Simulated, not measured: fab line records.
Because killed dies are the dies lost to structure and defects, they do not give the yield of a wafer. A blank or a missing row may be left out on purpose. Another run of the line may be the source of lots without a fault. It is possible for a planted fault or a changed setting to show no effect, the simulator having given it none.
2 desks looking at one fault || flow nand-harc || each desk holds nothing but its own numbers, with what lay behind them at the end

## FOR THE TOOL OWNER'S DESK: litho-track-04
The tool's own readings at NHARC_P_CONTACT_PEB_10 (peb time 65 s): means of the sampled wafers that have a number, for each lot that ran on this tool. Any lot whose mean is over 4 standard deviations away from the usual mean is out of limits and marked OUT; that distance is given in the brackets.
Columns: A = heater-power-total-W at NHARC_P_CONTACT_PEB_10, usual 156.6 W
{"lot": "L218", "first seen here": "day 5 23:52", "A": 156.8}
{"lot": "L221", "first seen here": "day 7 15:22", "A": 156.0}
{"lot": "L224", "first seen here": "day 8 06:44", "A": 156.7}
{"lot": "L231", "first seen here": "day 11 02:06", "A": 156.4}
{"lot": "L232", "first seen here": "day 12 02:17", "A": 157.1}
{"lot": "L239", "first seen here": "day 14 12:29", "A": 156.7}
{"lot": "L241", "first seen here": "day 15 07:56", "A": 156.9}
Finding of this desk: none of the 7 lots has anything out of limits.

## THE METROLOGY DESK
Lot by lot, what the gauges showed, no matter which tool ran the lot: averages of those sampled wafers that carry a number. Any lot whose mean is over 4 standard deviations away from the usual mean is out of limits and marked OUT; that distance is given in the brackets.
Columns: A = cd-nm at NHARC_P_CONTACT_CD_MEAS_12, usual 90.3 nm
{"lot": "L218", "first seen here": "day 5 23:56", "A": 90.2}
{"lot": "L220", "first seen here": "day 6 14:21", "A": 89.8}
{"lot": "L221", "first seen here": "day 7 15:26", "A": "94.2 (+5.7) OUT"}
{"lot": "L224", "first seen here": "day 8 06:49", "A": 92.6}
{"lot": "L225", "first seen here": "day 9 04:46", "A": 90.7}
{"lot": "L231", "first seen here": "day 11 02:11", "A": 90.6}
{"lot": "L232", "first seen here": "day 12 02:22", "A": 90.3}
{"lot": "L233", "first seen here": "day 12 06:46", "A": 90.7}
{"lot": "L234", "first seen here": "day 12 09:51", "A": 90.1}
{"lot": "L235", "first seen here": "day 13 05:54", "A": 90.7}
{"lot": "L236", "first seen here": "day 13 10:07", "A": 90.0}
{"lot": "L237", "first seen here": "day 13 16:42", "A": 90.7}
{"lot": "L239", "first seen here": "day 14 12:34", "A": 90.6}
{"lot": "L241", "first seen here": "day 15 08:01", "A": 90.6}
Finding of this desk: L221 out of limits; the first was L221 at day 7 15:26, on cd-nm at NHARC_P_CONTACT_CD_MEAS_12. In limits: L218, L220, L224, L225, L231, L232, L233, L234, L235, L236, L237, L239, L241.

## TAKEN TOGETHER
On L221, the metrology desk was in a position to raise an alarm at day 7 15:26.
The desk of the tool owner found nothing out of limits.
Tool owner's desk: L221 on record, inside its limits.
Every lot named ran NHARC_P_CONTACT_PEB_10 on litho-track-04.

## WHAT THE SIMULATOR HAD PUT IN
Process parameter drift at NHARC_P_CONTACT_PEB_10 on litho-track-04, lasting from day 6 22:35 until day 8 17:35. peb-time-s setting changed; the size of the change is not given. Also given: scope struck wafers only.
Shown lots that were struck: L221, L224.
Time in hours between the start of the fault and the first out-of-limits reading at each desk: metrology desk, 17.
